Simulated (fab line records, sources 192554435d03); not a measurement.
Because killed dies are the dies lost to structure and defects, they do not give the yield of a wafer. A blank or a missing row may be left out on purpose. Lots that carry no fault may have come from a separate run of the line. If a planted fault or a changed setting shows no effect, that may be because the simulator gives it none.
Comparing a struck lot with a sound one ; flow n5-finfet ; 16 steps out of a route of 1938
Sound: wafers L787.3, L787.5, L787.6. Struck: wafer L796.4; the same lot's L796.6 was not struck, so it is left out; see the end for the cause.
For every step that has rows: the tool of each side, followed by ch and its chambers, followed by its first start. Under that, the readings that differ: sound wafers ; struck wafers ; difference of the means ; sigmas: that difference in standard deviations of wafers without a fault.
alike: words and numbers the same on both sides, and readings whose means are apart by under 2 such deviations; not compared: readings that were withheld, readings missing a value for some wafer, numbers with overlapping values and no deviation given by the record, and bounds like >300 which may hide the same value.
The two part at a step that has a row with sigmas, a row that says differs or no value, or rows on one side only. When numbers do not overlap yet have no deviation, they are printed without sigmas and do not part them. A reading that every wafer of one side lacks parts them only if that side has two wafers or more.

first, 7 steps without rows for these wafers: N5_BEOL_M2_COAT_73 (time 60 s, resist thk 5 nm); N5_BEOL_M2_COAT_05 (resist thk 30 nm); N5_BEOL_M2_EBR_07; N5_BEOL_M2_SOFTBAKE_06 (time 60 s); N5_BEOL_M2_EXPOSE_08 (exposes mask M2); N5_BEOL_M2_PEB_09 (peb time 60 s); N5_BEOL_M2_DEVELOP_10 (develop time 30 s).
N5_BEOL_M2_CD_MEAS_11: the cd target is 16.79 nm.
  sound on cd-sem-01 ch 0, day 8 23:49; struck on cd-sem-03 ch 0, day 12 02:40
reading;sound;struck;difference;sigmas
cd-nm (nm);16.79 16.74 16.54;17.22;+0.53;+2
N5_BEOL_M2_OVL_MEAS_12:
  sound on overlay-01 ch 0, day 8 23:51; struck on overlay-02 ch 0, day 12 02:43
  alike: M2_OVL
N5_BEOL_M2_INSPECT_13: inspects for defects (brightfield).
  sound on defect-inspect-02 at day 8 23:55; struck on defect-inspect-01 at day 12 02:45
  alike: raw-defect-count
N5_BEOL_M2_DESCUM_16: chemistry O2, time 7 s.
  sound on rie-diel-02 ch 1,2, day 9 00:40; struck on rie-diel-04 ch 0, day 12 02:47
  alike: drypump-motor-current-A, oes-product-au, rf-vpp-V, showerhead-plenum-p-Torr, throttle-valve-pct
  not compared: rf-hours-counter-h
N5_BEOL_M2_ETCH_74: etches underlayer in N2/H2, target depth 6.5 nm, time 5.2 s.
  sound on rie-diel-02 ch 1,2, day 9 00:41; struck on rie-diel-04 ch 0, day 12 02:49
reading;sound;struck;difference;sigmas
showerhead-plenum-p-Torr (Torr);2.72 2.65 2.72;2.47;-0.23;-2
  alike: drypump-motor-current-A, etch-rf-on-time-s, oes-product-au, rf-vpp-V, throttle-valve-pct
  not compared: rf-hours-counter-h
N5_BEOL_M2_ETCH_63: etches SiARC in CF4, target depth 15.6 nm, time 26 s.
  sound on rie-diel-02 ch 1,2, day 9 00:43; struck on rie-diel-04 ch 0, day 12 02:50
reading;sound;struck;difference;sigmas
etch-rf-on-time-s (s);25.6 24.6 25.7;15.2;-10.1;-11
oes-product-au (a.u.);0.78 0.68 0.77;1.05;+0.31;+4
  alike: drypump-motor-current-A, rf-vpp-V, showerhead-plenum-p-Torr, throttle-valve-pct
  not compared: rf-hours-counter-h
N5_BEOL_M2_ETCH_64: etches SOC in N2/H2, target depth 75 nm, overetch 22.5 nm, time 121.9 s.
  sound on rie-diel-02 ch 1,2, day 9 00:44; struck on rie-diel-04 ch 0, day 12 02:52
reading;sound;struck;difference;sigmas
showerhead-plenum-p-Torr (Torr);2.72 2.65 2.72;2.47;-0.23;-2
  alike: drypump-motor-current-A, oes-product-au, rf-vpp-V, throttle-valve-pct
  not compared: rf-hours-counter-h
-- here the record skips 2 days between the struck wafers' starts before and after, leaving off in module BEOL_M2 and picking up in module BEOL_M4 (first step shown: number 1111 of the route) --
N5_BEOL_M4_RC_MEAS_101:
  sound on prober-01 ch 0, day 9 22:35; struck on prober-01 ch 0, day 14 09:20
  alike: DIBL_N, DIBL_P, IOFF_N, IOFF_P, ION_N, ION_P, SS_N, SS_P, VT_N, VT_P
-- the record jumps here: 5 days lie between the struck wafers' starts before and after (it left off in module BEOL_M4 and takes up again in module PASSIVATION, whose first step shown is number 1936 of the route) --
N5_PASSIVATION_PROBE_49:
  rows exist in the record for the struck wafers here (prober-01, day 19 00:59), but not for the sound ones

WHERE THEY PART
First at N5_BEOL_M2_CD_MEAS_11; last, within this record, at N5_PASSIVATION_PROBE_49.

WHY: what the simulator had put in
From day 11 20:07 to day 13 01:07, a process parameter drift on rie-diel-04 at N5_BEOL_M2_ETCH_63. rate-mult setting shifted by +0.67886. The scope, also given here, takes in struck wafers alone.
